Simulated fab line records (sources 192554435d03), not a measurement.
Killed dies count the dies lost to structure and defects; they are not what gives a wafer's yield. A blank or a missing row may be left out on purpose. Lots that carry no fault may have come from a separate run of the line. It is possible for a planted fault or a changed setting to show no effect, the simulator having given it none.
fab line records	flow n5-finfet
[record] lots = 7	wafers = 39
route steps=1938 shown WELL_APT@39 DUMMY_GATE@243 SD_EPI_P@312 MOL_CONTACT_COAG@537
start-h: hours from the record's opening day to when the first of the lot's shown wafers began	wait-h: hours since the lot's step before	" identical to the entry in the row above	L1.1+2: one row covering several wafers at once	- no value, or no start given	* or withheld: withheld	< > ~ a bound
route shown NAME@n: a module of which the file shows steps, and the number in the route of the first	usual: mean and standard deviation over wafers with no fault	same: alike in all rows	chamber/n: place in a boat	sites: readings site by site	_std_site: standard deviation across them	_edge_site: outer sites' mean less inner sites'	radius-mm: for every site, how far away it sits from the centre of the wafer	mask NAME#n: copy n	behind: the last tool/chamber to shape the wafer	hold: why the lot went on hold/how many hours it stayed there/how the hold came to an end	device: the n, p or np transistor that did not switch	end of line: the tests these same wafers got at the end of their route	a step with no rows: only its recipe	killed: dies lost to structure and defects at the first sort, not the wafer's yield	map: a wafer's dies, x killed, . not, _ none there
set.NAME: the setting as run; set.NAME@STEP: as run at that earlier step	model.NAME: the simulator's own value behind a step, which no gauge read
lots run with intentionally changed settings; tables by step, rows by wafer
[[steps]]
[step N5_WELL_APT_EXPOSE_22]
[recipe] mask-id = PWELL	na = 0.8	source-shape = conventional	sigma-outer = 0.8	polarization = unpolarized	defocus-nm = 0	target-cd-nm = 200	dose-mj = 23.2
lot.wafer	tool	chamber	start-h	wait-h	mask	set.dose-mj
L077.1+4+6	krf-scanner-02	0	32.79	-	PWELL#0	21.41
L077.2+3+5	"	0	"	"	PWELL#0	23.2
L079.2+4+6	krf-scanner-02	0	44.67	-	PWELL#0	23.2
L086.1+2+5	krf-scanner-02	0	87.19	-	PWELL#0	22.71
L086.3+4+6	"	0	"	"	PWELL#0	23.2
L088.1+2+4	krf-scanner-01	0	98.88	-	PWELL#0	23.2
L088.3+5+6	"	0	"	"	PWELL#0	21.63
L094.1+2+3	krf-scanner-02	0	136.06	-	PWELL#0	23.2
L094.4+5+6	"	0	"	"	PWELL#0	25.04
L095.1+2+3+4+5+6	krf-scanner-02	0	141.44	-	PWELL#0	23.2
L096.1+4+6	krf-scanner-02	0	146.77	-	PWELL#0	24.64
L096.2+3+5	"	0	"	"	PWELL#0	23.2
[step N5_WELL_APT_PEB_23]
[recipe] peb-temp-c = 130	peb-time-s = 90
[step N5_WELL_APT_DEVELOP_24]
[recipe] develop-time-s = 45	rinse-liquid = surfactant-rinse	dry = air-spin	dev-temp-c = 21
[step N5_WELL_APT_HARDBAKE_29]
[recipe] temp-c = 130	time-s = 120
[step N5_WELL_APT_CD_MEAS_25]
[recipe] target-cd-nm = 200	landing-energy-ev = 500	detector = se-inlens
[usual] cd-nm = 200.3/1.7
lot.wafer	tool	chamber	start-h	wait-h	set.dose-mj@WELL_APT_EXPOSE_22	cd-nm
L077.1	cd-sem-02	0	32.96	-	21.41	181.6
L077.2	"	0	"	"	23.2	197.8
L077.3	"	0	"	"	23.2	198.3
L077.4	"	0	"	"	21.41	184.3
L077.5	"	0	"	"	23.2	198.8
L077.6	"	0	"	"	21.41	182.1
L079.2	cd-sem-01	0	44.84	-	23.2	202.6
L079.4	"	0	"	"	23.2	200.5
L079.6	"	0	"	"	23.2	198.1
L086.1	cd-sem-02	0	87.36	-	22.71	193.0
L086.2	"	0	"	"	22.71	194.9
L086.3	"	0	"	"	23.2	198.9
L086.4	"	0	"	"	23.2	202.5
L086.5	"	0	"	"	22.71	195.7
L086.6	"	0	"	"	23.2	198.8
L088.1	cd-sem-03	0	99.05	-	23.2	201.0
L088.2	"	0	"	"	23.2	200.4
L088.3	"	0	"	"	21.63	187.5
L088.4	"	0	"	"	23.2	202.2
L088.5	"	0	"	"	21.63	188.9
L088.6	"	0	"	"	21.63	190.1
L094.1	cd-sem-03	0	136.23	-	23.2	200.2
L094.2	"	0	"	"	23.2	200.4
L094.3	"	0	"	"	23.2	201.8
L094.4	"	0	"	"	25.04	216.6
L094.5	"	0	"	"	25.04	215.6
L094.6	"	0	"	"	25.04	217.0
L095.1	cd-sem-02	0	141.61	-	23.2	202.5
L095.2	"	0	"	"	23.2	199.4
L095.3	"	0	"	"	23.2	201.4
L095.4	"	0	"	"	23.2	203.5
L095.5	"	0	"	"	23.2	197.8
L095.6	"	0	"	"	23.2	200.8
L096.1	cd-sem-02	0	146.95	-	24.64	214.6
L096.2	"	0	"	"	23.2	202.6
L096.3	"	0	"	"	23.2	201.7
L096.4	"	0	"	"	24.64	215.0
L096.5	"	0	"	"	23.2	201.3
L096.6	"	0	"	"	24.64	213.9
[step N5_WELL_APT_DESCUM_30]
[recipe] chemistry = O2	time-s = 7.9	source-power-w = 50	bias-power-w = 20	pressure-mtorr = 20	rf-frequency-hz = 2.712e+07	temp-c = 40	o2-flow-sccm = 225
lot.wafer	tool	chamber	start-h	wait-h	set.dose-mj@WELL_APT_EXPOSE_22	model.WELL_APT.cd-nm
L077.1	rie-diel-01	0	33.27	0.2	21.41	181.6
L077.2	"	1	"	"	23.2	197.9
L077.3	"	2	"	"	23.2	198.2
L077.4	"	0	"	"	21.41	184.1
L077.5	"	2	"	"	23.2	199.4
L077.6	"	1	"	"	21.41	182.1
L079.2	rie-diel-01	2	44.92	0.0	23.2	202.6
L079.4	"	1	"	"	23.2	200.4
L079.6	"	2	"	"	23.2	198
L086.1	rie-diel-01	3	87.59	0.2	22.71	193.2
L086.2	"	2	"	"	22.71	195.2
L086.3+6	"	1	"	"	23.2	198.9
L086.4	"	0	"	"	23.2	202.4
L086.5	"	2	"	"	22.71	195.5
L088.1	rie-diel-03	3	99.14	0.0	23.2	201.1
L088.2	"	2	"	"	23.2	200.6
L088.3	"	1	"	"	21.63	187.7
L088.4	"	0	"	"	23.2	202.3
L088.5	"	2	"	"	21.63	189.3
L088.6	"	3	"	"	21.63	190.1
L094.1	rie-diel-01	1	137.03	0.7	23.2	200.5
L094.2	"	0	"	"	23.2	200.1
L094.3	"	2	"	"	23.2	201.3
L094.4	"	3	"	"	25.04	216.5
L094.5	"	1	"	"	25.04	215.5
L094.6	"	2	"	"	25.04	216.8
L095.1	rie-diel-01	2	141.70	0.0	23.2	202.4
L095.2	"	0	"	"	23.2	199.2
L095.3	"	1	"	"	23.2	201.2
L095.4	"	2	"	"	23.2	203.7
L095.5	"	0	"	"	23.2	197.9
L095.6	"	1	"	"	23.2	200.8
L096.1+6	rie-diel-05	2	147.04	0.0	24.64	214.2
L096.2	"	0	"	"	23.2	202.5
L096.3+5	"	3,1	"	"	23.2	201.5
L096.4	"	1	"	"	24.64	215.3
[step N5_WELL_APT_IMPLANT_32]
[recipe] species = BF2	energy-kev = 50	dose-cm2 = 2e+13	tilt-deg = 0	rotation-deg = 0
lot.wafer	tool	chamber	start-h	wait-h	set.energy-kev	model.implant.rp-nm	model.implant.drp-nm
L077.1+5+6	implanter-01	0	33.55	0.1	50	37.06	18.55
L077.2+3+4	"	0	"	"	53.07	39.31	19.37
L079.2+4+6	implanter-02	0	45.23	0.1	50	37.83	18.55
L086.1+4+6	implanter-01	0	87.87	0.1	50	37.22	18.55
L086.2+3+5	"	0	"	"	45.72	34.07	17.41
L088.1+2+3+4+5+6	implanter-01	0	99.42	0.1	50	36.87	18.55
L094.1+3+6	implanter-01	0	137.31	0.1	42.29	32.59	16.49
L094.2+4+5	"	0	"	"	50	38.12	18.55
L095.1+2+3+4+5+6	implanter-01	0	141.98	0.1	50	37.58	18.55
L096.1+2+6	implanter-02	0	147.31	0.1	57.37	41.53	20.51
L096.3+4+5	"	0	"	"	50	36.24	18.55
[step N5_DUMMY_GATE_ETCH_31]
[recipe] chemistry = C4F6/O2	target = SiO2	mask-material = SOC	target-depth-a = 825	time-s = 27.5	ion-energy-ev = 250	pressure-mtorr = 30	source-w = 345	bias-w = 185	Ar_flow_sccm = 300	C4F6_flow_sccm = 10	O2_flow_sccm = 10
lot.wafer	tool	chamber	start-h	wait-h	set.target-depth-a	model.etch.depth-nm
L077.1	rie-diel-02	1	67.00	0.1	825	82.58
L077.2	"	2	"	"	825	81.47
L077.3	"	0	"	"	825	82.52
L077.4	"	3	"	"	825	83.27
L077.5	"	1	"	"	825	82.72
L077.6	"	2	"	"	825	82.09
L079.2	rie-diel-06	2	75.89	0.0	825	82.68
L079.4	"	0	"	"	825	81.02
L079.6	"	2	"	"	825	81.2
L086.1	rie-diel-06	1	121.14	0.0	825	81.44
L086.2	"	0	"	"	744.2	72.49
L086.3	"	2	"	"	825	80.41
L086.4	"	3	"	"	744.2	73.43
L086.5	"	1	"	"	744.2	73.35
L086.6	"	0	"	"	825	80.07
L088.1	rie-diel-04	3	130.11	0.1	825	84.41
L088.2	"	1	"	"	825	82.65
L088.3	"	2	"	"	825	84.06
L088.4	"	3	"	"	825	85.17
L088.5	"	2	"	"	825	83.61
L088.6	"	1	"	"	825	81.79
L094.1	rie-diel-04	0	168.98	0.0	898.7	90.16
L094.2	"	2	"	"	825	82.83
L094.3	"	3	"	"	898.7	90.59
L094.4	"	1	"	"	898.7	88.9
L094.5	"	1	"	"	825	81.96
L094.6	"	0	"	"	825	82.59
L095.1	rie-diel-02	1	172.88	0.0	748.4	74.59
L095.2	"	2	"	"	825	81.38
L095.3	"	0	"	"	748.4	75.85
L095.4	"	3	"	"	748.4	75.27
L095.5	"	3	"	"	825	82.89
L095.6	"	2	"	"	825	81.13
L096.1	rie-diel-06	2	177.53	0.1	825	80.29
L096.2	"	0	"	"	825	79.3
L096.3	"	3	"	"	738.6	71.97
L096.4	"	1	"	"	738.6	73.35
L096.5	"	0	"	"	825	79.62
L096.6	"	3	"	"	738.6	72.55
[step N5_DUMMY_GATE_ETCH_32]
[recipe] chemistry = CF4	target = SiO2	target-depth-a = 35	time-s = 3.9	ion-energy-ev = 350	pressure-mtorr = 10	icp-w = 800	bias-w = 400	cf4-flow-sccm = 80
lot.wafer	tool	chamber	start-h	wait-h	set.time-s	model.etch.depth-nm
L077.1	rie-si-01	1	67.24	0.1	3.9	3.416
L077.2	"	3	"	"	3.9	3.472
L077.3	"	0	"	"	3.9	3.459
L077.4	"	2	"	"	3.9	3.553
L077.5	"	3	"	"	3.9	3.495
L077.6	"	0	"	"	3.9	3.465
L079.2	rie-si-03	2	76.14	0.1	3.9	3.454
L079.4	"	0	"	"	3.9	3.491
L079.6	"	0	"	"	3.9	3.436
L086.1	rie-si-05	2	121.38	0.1	3.9	3.55
L086.2	"	1	"	"	3.9	3.621
L086.3	"	0	"	"	4.329	3.913
L086.4	"	3	"	"	4.329	3.733
L086.5	"	2	"	"	4.329	3.961
L086.6	"	3	"	"	3.9	3.367
L088.1	rie-si-01	1	130.36	0.1	3.9	3.482
L088.2	"	2	"	"	3.9	3.582
L088.3	"	0	"	"	3.9	3.499
L088.4	"	3	"	"	3.9	3.504
L088.5	"	1	"	"	3.9	3.421
L088.6	"	2	"	"	3.9	3.557
L094.1	rie-si-01	2	169.23	0.1	3.9	3.572
L094.2	"	0	"	"	3.9	3.518
L094.3	"	3	"	"	4.637	4.207
L094.4	"	1	"	"	3.9	3.438
L094.5	"	3	"	"	4.637	4.201
L094.6	"	2	"	"	4.637	4.261
L095.1	rie-si-01	0	173.13	0.1	3.9	3.528
L095.2	"	2	"	"	3.9	3.563
L095.3	"	1	"	"	3.9	3.459
L095.4	"	3	"	"	3.9	3.524
L095.5	"	2	"	"	3.9	3.566
L095.6	"	1	"	"	3.9	3.448
L096.1	rie-si-01	0	177.78	0.1	4.728	4.202
L096.2+6	"	1	"	"	3.9	3.441
L096.3	"	2	"	"	4.728	4.304
L096.4	"	3	"	"	3.9	3.488
L096.5	"	2	"	"	4.728	4.257
[step N5_DUMMY_GATE_ETCH_44]
[recipe] chemistry = HBr/O2	over-etch-frac = 0.7	target-depth-a = 1275	stop-on = SiO2	ion-energy-ev = 60	bias-w = 20	target = poly-Si	mask-material = SiO2	pressure-mtorr = 20	icp-w = 400	HBr_flow_sccm = 120	O2_flow_sccm = 10
[usual] oes-product-au = 0.736/0.012
lot.wafer	tool	chamber	start-h	wait-h	set.target-depth-a	oes-product-au
L077.1	rie-si-01	1	67.33	0.0	1354	0.714
L077.2	"	3	"	"	1354	0.714
L077.3	"	0	"	"	1354	0.738
L077.4	"	2	"	"	1275	0.741
L077.5	"	3	"	"	1275	0.726
L077.6	"	0	"	"	1275	0.750
L079.2	rie-si-03	2	76.23	0.0	1275	0.748
L079.4	"	0	"	"	1275	0.742
L079.6	"	0	"	"	1275	0.758
L086.1	rie-si-05	2	121.47	0.0	1168	0.787
L086.2	"	1	"	"	1168	0.774
L086.3	"	0	"	"	1168	0.771
L086.4	"	3	"	"	1275	0.752
L086.5	"	2	"	"	1275	0.757
L086.6	"	3	"	"	1275	0.742
L088.1	rie-si-01	1	130.45	0.0	1402	0.694
L088.2	"	2	"	"	1402	0.703
L088.3	"	0	"	"	1275	0.744
L088.4	"	3	"	"	1275	0.733
L088.5	"	1	"	"	1402	0.688
L088.6	"	2	"	"	1275	0.730
L094.1	rie-si-01	2	169.32	0.0	1275	0.741
L094.2	"	0	"	"	1343	0.731
L094.3	"	3	"	"	1275	0.731
L094.4	"	1	"	"	1343	0.708
L094.5	"	3	"	"	1275	0.730
L094.6	"	2	"	"	1343	0.712
L095.1	rie-si-01	0	173.22	0.0	1275	0.756
L095.2	"	2	"	"	1126	0.776
L095.3	"	1	"	"	1126	0.780
L095.4	"	3	"	"	1275	0.728
L095.5	"	2	"	"	1275	0.735
L095.6	"	1	"	"	1126	0.767
L096.1	rie-si-01	0	177.87	0.0	1275	0.749
L096.2	"	1	"	"	1356	0.707
L096.3	"	2	"	"	1356	0.723
L096.4	"	3	"	"	1275	0.734
L096.5	"	2	"	"	1275	0.736
L096.6	"	1	"	"	1356	0.710
[step N5_SD_EPI_P_ETCH_16]
[recipe] chemistry = CHF3/O2	target = SiO2	target-depth-a = 50	mask-material = SOC	pressure-mtorr = 30	source-w = 650	bias-w = 170	Ar_flow_sccm = 200	CHF3_flow_sccm = 50	O2_flow_sccm = 5	ion-energy-ev = 200
lot.wafer	tool	chamber	start-h	wait-h	set.target-depth-a	model.etch.depth-nm
L077.1	rie-diel-04	1	74.79	0.1	50	4.955
L077.2	"	0	"	"	52.46	4.996
L077.3	"	2	"	"	50	4.999
L077.4	"	1	"	"	50	4.962
L077.5	"	2	"	"	52.46	5.281
L077.6	"	0	"	"	52.46	4.999
L079.2	rie-diel-06	2	84.58	0.1	50	4.929
L079.4	"	1	"	"	50	5.009
L079.6	"	1	"	"	50	5.001
L086.1	rie-diel-02	0	129.39	0.1	54.42	5.501
L086.2	"	1	"	"	50	4.971
L086.3	"	3	"	"	50	5.044
L086.4	"	2	"	"	54.42	5.361
L086.5	"	3	"	"	54.42	5.515
L086.6	"	2	"	"	50	4.885
L088.1	rie-diel-04	1	137.84	0.1	50	4.935
L088.2	"	2	"	"	50	5.012
L088.3	"	0	"	"	50	5.008
L088.4	"	3	"	"	50	5.091
L088.5	"	3	"	"	50	5.063
L088.6	"	2	"	"	50	5.046
L094.1	rie-diel-06	1	176.70	0.1	50	5.018
L094.2	"	2	"	"	50	4.939
L094.3	"	3	"	"	46.57	4.603
L094.4	"	0	"	"	46.57	4.542
L094.5	"	3	"	"	46.57	4.567
L094.6	"	2	"	"	50	4.921
L095.1	rie-diel-04	3	181.47	0.1	50	5.077
L095.2	"	0	"	"	43.85	4.436
L095.3	"	2	"	"	43.85	4.4
L095.4	"	1	"	"	43.85	4.345
L095.5	"	3	"	"	50	5.115
L095.6	"	2	"	"	50	5.009
L096.1	rie-diel-06	0	185.47	0.1	50	4.856
L096.2	"	3	"	"	56.32	5.512
L096.3	"	2	"	"	56.32	5.564
L096.4	"	0	"	"	50	4.861
L096.5	"	2	"	"	56.32	5.543
L096.6	"	3	"	"	50	4.913
[step N5_MOL_CONTACT_COAG_ETCH_15]
[recipe] chemistry = CH3F/O2	target = SiNx	target-depth-a = 70	mask-material = SOC	stop-on = Si:P	over-etch-frac = 0.75	ion-energy-ev = 120	pressure-mtorr = 30	source-w = 395	bias-w = 73	Ar_flow_sccm = 150	CH3F_flow_sccm = 30	O2_flow_sccm = 20
[usual] rf-vpp-V = 301/4.8
lot.wafer	tool	chamber	start-h	wait-h	set.source-w	rf-vpp-V
L077.1	rie-diel-03	0	108.46	0.0	343.5	314
L077.2	"	1	"	"	343.5	327
L077.3	"	2	"	"	395	308
L077.4	"	3	"	"	343.5	322
L077.5	"	1	"	"	395	307
L077.6	"	2	"	"	395	307
L079.2	rie-diel-01	1	119.13	0.0	395	296
L079.4	"	3	"	"	395	305
L079.6	"	3	"	"	395	304
L086.1	rie-diel-01	0	166.14	0.0	395	300
L086.2	"	3	"	"	395	304
L086.3	"	1	"	"	457.4	278
L086.4	"	2	"	"	457.4	277
L086.5	"	1	"	"	457.4	278
L086.6	"	2	"	"	395	298
L088.1	rie-diel-03	1	171.34	0.0	417.8	297
L088.2	"	2	"	"	395	307
L088.3	"	3	"	"	417.8	295
L088.4	"	3	"	"	395	302
L088.5	"	1	"	"	417.8	297
L088.6	"	2	"	"	395	308
L094.1	rie-diel-05	3	213.32	0.0	395	291
L094.2	"	2	"	"	426.1	287
L094.3	"	0	"	"	395	304
L094.4	"	3	"	"	395	292
L094.5	"	0	"	"	426.1	292
L094.6	"	2	"	"	426.1	288
L096.1	rie-diel-03	3	219.38	0.0	395	301
L096.2	"	2	"	"	395	307
L096.3	"	1	"	"	395	305
L096.4	"	3	"	"	395	302
L096.5	"	2	"	"	395	306
L096.6	"	1	"	"	395	306
L095.1	rie-diel-01	0	220.88	0.0	319.4	330
L095.2	"	1	"	"	319.4	327
L095.3	"	2	"	"	395	298
L095.4	"	3	"	"	395	303
L095.5	"	2	"	"	395	296
L095.6	"	1	"	"	319.4	328
[[key]]
[split] step = N5_WELL_APT_EXPOSE_22	setting = dose-mj	stated = 23.2	by = wafer
[response] step = N5_WELL_APT_CD_MEAS_25	reading = cd-nm	change = +1.98	per = 1%	r = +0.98
[response] step = N5_WELL_APT_DESCUM_30	reading = model.WELL_APT.cd-nm	change = +1.99	per = 1%	r = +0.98
[split] step = N5_WELL_APT_IMPLANT_32	setting = energy-kev	stated = 50	by = wafer
[response] step = N5_WELL_APT_IMPLANT_32	reading = model.implant.rp-nm	change = +0.36	per = 1%	r = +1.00
[response] step = N5_WELL_APT_IMPLANT_32	reading = model.implant.drp-nm	change = +0.133	per = 1%	r = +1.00
[split] step = N5_DUMMY_GATE_ETCH_31	setting = target-depth-a	stated = 825	by = wafer
[response] step = N5_DUMMY_GATE_ETCH_31	reading = model.etch.depth-nm	change = +0.742	per = 1%	r = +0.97
[split] step = N5_DUMMY_GATE_ETCH_32	setting = time-s	stated = 3.9	by = wafer
[response] step = N5_DUMMY_GATE_ETCH_32	reading = model.etch.depth-nm	change = +0.037	per = 1%	r = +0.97
[split] step = N5_DUMMY_GATE_ETCH_44	setting = target-depth-a	stated = 1275	by = wafer
[response] step = N5_DUMMY_GATE_ETCH_44	reading = oes-product-au	change = -0.00338	per = 1%	r = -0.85
[split] step = N5_SD_EPI_P_ETCH_16	setting = target-depth-a	stated = 50	by = wafer
[response] step = N5_SD_EPI_P_ETCH_16	reading = model.etch.depth-nm	change = +0.0527	per = 1%	r = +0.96
[split] step = N5_MOL_CONTACT_COAG_ETCH_15	setting = source-w	stated = 395	by = wafer
[response] step = N5_MOL_CONTACT_COAG_ETCH_15	reading = rf-vpp-V	change = -1.37	per = 1%	r = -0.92
